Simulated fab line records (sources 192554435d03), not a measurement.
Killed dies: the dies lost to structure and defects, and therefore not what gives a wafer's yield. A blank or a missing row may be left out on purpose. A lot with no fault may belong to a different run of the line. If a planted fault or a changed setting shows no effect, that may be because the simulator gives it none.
The tool behind it: which one? + flow n5-finfet + 27 wafers from 9 lots sampled at 5 of the route's 1938 steps

== WHAT EACH GAUGE READ, for each wafer ==
Not one reading of a measure or inspect step in the record can be checked against a usual standard deviation.

== TOOL THAT RAN EACH LOT (tool first, then ch and the chambers of the sampled wafers, then the start) ==
| lot  | N5_BEOL_M7_ETCH_62                 | N5_BEOL_M7_STRIP_67                | N5_BEOL_M7_DESCUM_33               | N5_BEOL_M7_VIA_ETCH_34             | N5_PASSIVATION_PROBE_49 |
|------|------------------------------------|------------------------------------|------------------------------------|------------------------------------|-------------------------|
| L812 | rie-diel-04 ch 0,1,2, day 9 02:29  | rie-diel-04 ch 0,1,2, day 9 02:37  | rie-diel-02 ch 0,2,3, day 9 04:13  | rie-diel-02 ch 0,2,3, day 9 04:24  | prober-02, day 12 19:46 |
| L814 | rie-diel-04 ch 0,2,3, day 9 13:14  | rie-diel-04 ch 0,2,3, day 9 13:22  | rie-diel-04 ch 1,2,3, day 9 14:43  | rie-diel-04 ch 1,2,3, day 9 14:54  | -                       |
| L815 | rie-diel-04 ch 0,1,2, day 9 15:13  | rie-diel-04 ch 0,1,2, day 9 15:21  | rie-diel-05 ch 0,1,3, day 9 17:14  | rie-diel-05 ch 0,1,3, day 9 17:25  | prober-02, day 13 05:10 |
| L818 | rie-diel-02 ch 0,1,3, day 10 08:38 | rie-diel-02 ch 0,1,3, day 10 08:47 | rie-diel-04 ch 2,3, day 10 15:01   | rie-diel-04 ch 2,3, day 10 15:12   | prober-01, day 14 05:35 |
| L826 | rie-diel-02 ch 1,3, day 12 18:34   | rie-diel-02 ch 1,3, day 12 18:43   | rie-diel-04 ch 1,2,3, day 12 20:41 | rie-diel-04 ch 1,2,3, day 12 20:52 | -                       |
| L828 | rie-diel-05 ch 1,2,3, day 13 15:13 | rie-diel-05 ch 1,2,3, day 13 15:22 | rie-diel-04 ch 1,2,3, day 13 18:22 | rie-diel-04 ch 1,2,3, day 13 18:32 | -                       |
| L813 | rie-diel-05 ch 0,2,3, day 14 20:08 | rie-diel-05 ch 0,2,3, day 14 20:17 | rie-diel-05 ch 0,2, day 14 21:57   | rie-diel-05 ch 0,2, day 14 22:08   | -                       |
| L831 | rie-diel-05 ch 0,3, day 14 20:24   | rie-diel-05 ch 0,3, day 14 20:32   | rie-diel-02 ch 2,3, day 14 22:15   | rie-diel-02 ch 2,3, day 14 22:26   | prober-02, day 17 23:19 |
| L833 | rie-diel-04 ch 0,2,3, day 16 10:07 | rie-diel-04 ch 0,2,3, day 16 10:16 | rie-diel-02 ch 1,2,3, day 16 13:09 | rie-diel-02 ch 1,2,3, day 16 13:20 | prober-01, day 19 17:58 |
- N5_BEOL_M7_ETCH_62: etches SOC in N2/H2, target depth 110 nm, overetch 22 nm, time 165 s.
- N5_BEOL_M7_STRIP_67: strips in CF4.
- N5_BEOL_M7_DESCUM_33: chemistry O2, time 7 s.
- N5_BEOL_M7_VIA_ETCH_34: etches SiCOH lowk in C4F6/O2, target depth 125.5 nm, time 50.5 s.
- N5_PASSIVATION_PROBE_49

== AS READ BY THE TOOLS THEMSELVES (means over the sampled wafers that have a number; for cases with no such wafer, the mark the record gives instead) ==
N5_BEOL_M7_ETCH_62. Usual: for chamber-pressure-mTorr, 29.999 mTorr with a standard deviation of 0.03; for drypump-motor-current-A, 5.5 A with a standard deviation of 0.39; for oes-product-au, 0.67 a.u. with a standard deviation of 0.063; for rf-fwd-power-W, 837.9 W with a standard deviation of 2.6; for rf-vpp-V, 524.2 V with a standard deviation of 2.7; for showerhead-plenum-p-Torr, 2.56 Torr with a standard deviation of 0.092; for throttle-valve-pct, 17.98 % with a standard deviation of 0.2.
| lot  | tool        | chamber-pressure-mTorr (mTorr) | drypump-motor-current-A (A) | oes-product-au (a.u.) | rf-fwd-power-W (W) | rf-vpp-V (V) | showerhead-plenum-p-Torr (Torr) | throttle-valve-pct (%) | flag |
|------|-------------|--------------------------------|-----------------------------|-----------------------|--------------------|--------------|---------------------------------|------------------------|------|
| L812 | rie-diel-04 | 29.999                         | 5.2                         | 0.68                  | 837.1              | 525.5        | 2.63                            | 17.77                  |      |
| L814 | rie-diel-04 | 29.967                         | 5.2                         | 0.65                  | 837.2              | 524.9        | 2.58                            | 17.92                  |      |
| L815 | rie-diel-04 | 30.016                         | 5.1                         | 0.68                  | 836.2              | 525.8        | 2.62                            | 17.78                  |      |
| L818 | rie-diel-02 | 30.015                         | 5.8                         | 0.72                  | 838.4              | 525.8        | 2.62                            | 17.94                  |      |
| L826 | rie-diel-02 | 29.995                         | 5.9                         | 0.72                  | 835.0              | 526.4        | 2.62                            | 18.01                  |      |
| L828 | rie-diel-05 | 29.989                         | 5.7                         | 0.62                  | 837.6              | 521.3        | 2.46                            | 18.01                  |      |
| L813 | rie-diel-05 | 29.988                         | 5.4                         | 0.65                  | 839.3              | 521.8        | 2.47                            | 18.07                  |      |
| L831 | rie-diel-05 | 30.010                         | 5.2                         | 0.65                  | 837.7              | 521.4        | 2.47                            | 17.96                  |      |
| L833 | rie-diel-04 | 29.998                         | 5.3                         | 0.68                  | 837.5              | 524.5        | 2.56                            | 17.86                  |      |

N5_BEOL_M7_STRIP_67. Usual: chamber-pressure-mTorr 50.00 mTorr, standard deviation 0.06; drypump-motor-current-A 5.5 A, standard deviation 0.39; oes-product-au 0.79 a.u., standard deviation 0.074; rf-vpp-V 271.3 V, standard deviation 1.5; showerhead-plenum-p-Torr 1.81 Torr, standard deviation 0.059; throttle-valve-pct 13.70 %, standard deviation 0.12.
| lot  | tool        | chamber-pressure-mTorr (mTorr) | drypump-motor-current-A (A) | oes-product-au (a.u.) | rf-vpp-V (V) | showerhead-plenum-p-Torr (Torr) | throttle-valve-pct (%) | flag |
|------|-------------|--------------------------------|-----------------------------|-----------------------|--------------|---------------------------------|------------------------|------|
| L812 | rie-diel-04 | 49.95                          | 5.2                         | 0.80                  | 272.8        | 1.86                            | 13.61                  |      |
| L814 | rie-diel-04 | 49.98                          | 5.3                         | 0.77                  | 271.8        | 1.82                            | 13.71                  |      |
| L815 | rie-diel-04 | 49.99                          | 5.1                         | 0.80                  | 271.8        | 1.86                            | 13.63                  |      |
| L818 | rie-diel-02 | 49.97                          | 5.8                         | 0.84                  | 271.1        | 1.85                            | 13.64                  |      |
| L826 | rie-diel-02 | 50.03                          | 5.9                         | 0.85                  | 272.5        | 1.84                            | 13.67                  |      |
| L828 | rie-diel-05 | 50.04                          | 5.8                         | 0.74                  | 269.6        | 1.74                            | 13.77                  |      |
| L813 | rie-diel-05 | 50.06                          | 5.3                         | 0.77                  | 270.1        | 1.75                            | 13.77                  |      |
| L831 | rie-diel-05 | 49.96                          | 5.2                         | 0.77                  | 270.2        | 1.75                            | 13.73                  |      |
| L833 | rie-diel-04 | 49.98                          | 5.3                         | 0.81                  | 270.8        | 1.81                            | 13.62                  |      |

N5_BEOL_M7_DESCUM_33. Usual: chamber-pressure-mTorr 20.001 mTorr, standard deviation 0.024; drypump-motor-current-A 5.5 A, standard deviation 0.36; oes-product-au 0.80 a.u., standard deviation 0.085; rf-vpp-V 243.4 V, standard deviation 1.5; showerhead-plenum-p-Torr 2.11 Torr, standard deviation 0.07; throttle-valve-pct 20.54 %, standard deviation 0.16.
| lot  | tool        | chamber-pressure-mTorr (mTorr) | drypump-motor-current-A (A) | oes-product-au (a.u.) | rf-vpp-V (V) | showerhead-plenum-p-Torr (Torr) | throttle-valve-pct (%) | flag |
|------|-------------|--------------------------------|-----------------------------|-----------------------|--------------|---------------------------------|------------------------|------|
| L812 | rie-diel-02 | 19.982                         | 5.7                         | 0.82                  | 245.0        | 2.17                            | 20.44                  |      |
| L814 | rie-diel-04 | 19.987                         | 5.1                         | 0.78                  | 243.7        | 2.12                            | 20.57                  |      |
| L815 | rie-diel-05 | 20.009                         | 5.5                         | 0.84                  | 243.2        | 2.08                            | 20.50                  |      |
| L818 | rie-diel-04 | 20.015                         | 5.2                         | 0.74                  | 243.1        | 2.08                            | 20.62                  |      |
| L826 | rie-diel-04 | 19.999                         | 5.1                         | 0.85                  | 243.8        | 2.12                            | 20.48                  |      |
| L828 | rie-diel-04 | 20.045                         | 5.1                         | 0.83                  | 243.5        | 2.11                            | 20.50                  |      |
| L813 | rie-diel-05 | 19.987                         | 5.4                         | 0.78                  | 241.1        | 2.05                            | 20.78                  |      |
| L831 | rie-diel-02 | 20.003                         | 5.7                         | 0.76                  | 245.3        | 2.18                            | 20.46                  |      |
| L833 | rie-diel-02 | 20.032                         | 5.8                         | 0.79                  | 244.6        | 2.15                            | 20.52                  |      |

N5_BEOL_M7_VIA_ETCH_34. Usual: chamber-pressure-mTorr 30.001 mTorr, standard deviation 0.023; drypump-motor-current-A 5.5 A, standard deviation 0.36; oes_f_703_au 0.79 a.u., standard deviation 0.081; oes_o_777_au 0.79 a.u., standard deviation 0.078; oes-product-au 0.80 a.u., standard deviation 0.086; rf-fwd-power-W 342.2 W, standard deviation 1.4; rf-vpp-V 670 V, standard deviation 17; showerhead-plenum-p-Torr 2.88 Torr, standard deviation 0.098; throttle-valve-pct 21.05 %, standard deviation 0.15.
| lot  | tool        | chamber-pressure-mTorr (mTorr) | drypump-motor-current-A (A) | oes_f_703_au (a.u.) | oes_o_777_au (a.u.) | oes-product-au (a.u.) | rf-fwd-power-W (W) | rf-vpp-V (V) | showerhead-plenum-p-Torr (Torr) | throttle-valve-pct (%) | flag |
|------|-------------|--------------------------------|-----------------------------|---------------------|---------------------|-----------------------|--------------------|--------------|---------------------------------|------------------------|------|
| L812 | rie-diel-02 | 29.997                         | 5.7                         | 0.80                | 0.80                | 0.82                  | 343.0              | 670          | 2.97                            | 20.99                  |      |
| L814 | rie-diel-04 | 29.986                         | 5.1                         | 0.76                | 0.77                | 0.77                  | 342.2              | 680          | 2.89                            | 21.07                  |      |
| L815 | rie-diel-05 | 29.995                         | 5.5                         | 0.83                | 0.83                | 0.84                  | 342.6              | 674          | 2.85                            | 21.07                  |      |
| L818 | rie-diel-04 | 30.014                         | 5.2                         | 0.74                | 0.73                | 0.74                  | 341.4              | 678          | 2.83                            | 21.13                  |      |
| L826 | rie-diel-04 | 29.995                         | 5.1                         | 0.92                | 0.91                | 0.86                  | 370.2              | 656          | 2.88                            | 20.98                  | OFF  |
| L828 | rie-diel-04 | 29.998                         | 5.1                         | 0.91                | 0.90                | 0.85                  | 371.0              | 655          | 2.88                            | 21.00                  | OFF  |
| L813 | rie-diel-05 | 30.010                         | 5.5                         | 0.78                | 0.79                | 0.77                  | 343.3              | 650          | 2.76                            | 21.12                  |      |
| L831 | rie-diel-02 | 30.002                         | 5.7                         | 0.76                | 0.75                | 0.77                  | 343.7              | 682          | 2.97                            | 20.99                  |      |
| L833 | rie-diel-02 | 29.990                         | 5.8                         | 0.78                | 0.77                | 0.79                  | 341.4              | 672          | 2.95                            | 21.12                  |      |

N5_PASSIVATION_PROBE_49. Usual: defect-limited-yield 91.0 %, standard deviation 1.3; killed_at_M0_to_M3 33, standard deviation 10; killed_at_M4_up 14, standard deviation 5.6; killed-at-contacts 12, standard deviation 5.8; killed-at-front-end 43, standard deviation 11; killed-at-other 4.1, standard deviation 2.8; killed-dies 106, standard deviation 15; killed-open 70, standard deviation 12; killed-short 34, standard deviation 7.5; sort_bin_4_leakage 0.00 %, standard deviation 0.0099; sort_bin_5_function 5.3 %, standard deviation 0.88; sort_bin_6_memory 3.3 %, standard deviation 0.64; sort-n-pass 1074, standard deviation 15; sort-yield-pct 91.0 %, standard deviation 1.3.
| lot  | tool      | defect-limited-yield (%) | killed_at_M0_to_M3 | killed_at_M4_up | killed-at-contacts | killed-at-front-end | killed-at-other | killed-dies | killed-open | killed-short | sort_bin_4_leakage (%) | sort_bin_5_function (%) | sort_bin_6_memory (%) | sort-n-pass | sort-yield-pct (%) | flag |
|------|-----------|--------------------------|--------------------|-----------------|--------------------|---------------------|-----------------|-------------|-------------|--------------|------------------------|-------------------------|-----------------------|-------------|--------------------|------|
| L812 | prober-02 | 90.7                     | 32                 | 8               | 11                 | 55                  | 3.3             | 110         | 66          | 43           | 0.00                   | 5.4                     | 3.5                   | 1070        | 90.7               |      |
| L815 | prober-02 | 91.0                     | 43                 | 13              | 9                  | 39                  | 1.3             | 106         | 71          | 32           | 0.00                   | 5.4                     | 3.1                   | 1074        | 91.0               |      |
| L818 | prober-01 | 90.8                     | 25                 | 12              | 17                 | 52                  | 3.0             | 108         | 77          | 28           | 0.00                   | 5.6                     | 3.2                   | 1072        | 90.8               |      |
| L831 | prober-02 | 90.6                     | 42                 | 16              | 7                  | 43                  | 3.3             | 111         | 71          | 40           | 0.00                   | 5.9                     | 3.3                   | 1069        | 90.6               |      |
| L833 | prober-01 | 92.1                     | 33                 | 9               | 15                 | 31                  | 4.7             | 93          | 60          | 30           | 0.00                   | 4.8                     | 2.7                   | 1087        | 92.1               |      |

== THE ANSWER, worked out from the rows above alone ==
Rule: lot off if the mean of its wafers having a number is beyond 3 standard deviations from the usual mean. A lot without any number at a reading at which 4 lots or more have one is off too. The other lots that the step has rows for count as sound. Order of review: gauges by route order, followed by the tools' own readings, for which a lot's mean as printed above is used. The first step at which some lot is off is used, and at that step the reading that is off furthest; a lot without a number counts as furthest.
Off at N5_BEOL_M7_VIA_ETCH_34 (rf-fwd-power-W): L826, L828.
A tool fits if, at that step or a process step before it, it ran every lot that is off, and no sound lot after the first of them. One fits: N5_BEOL_M7_DESCUM_33 and N5_BEOL_M7_VIA_ETCH_34 on rie-diel-04. At N5_BEOL_M7_DESCUM_33 its last sound lot is L818 (day 10 15:01), its first lot that is off L826 (day 12 20:41): a fault that began between those two fits.

== WHAT THE SIMULATOR HAD PUT IN ==
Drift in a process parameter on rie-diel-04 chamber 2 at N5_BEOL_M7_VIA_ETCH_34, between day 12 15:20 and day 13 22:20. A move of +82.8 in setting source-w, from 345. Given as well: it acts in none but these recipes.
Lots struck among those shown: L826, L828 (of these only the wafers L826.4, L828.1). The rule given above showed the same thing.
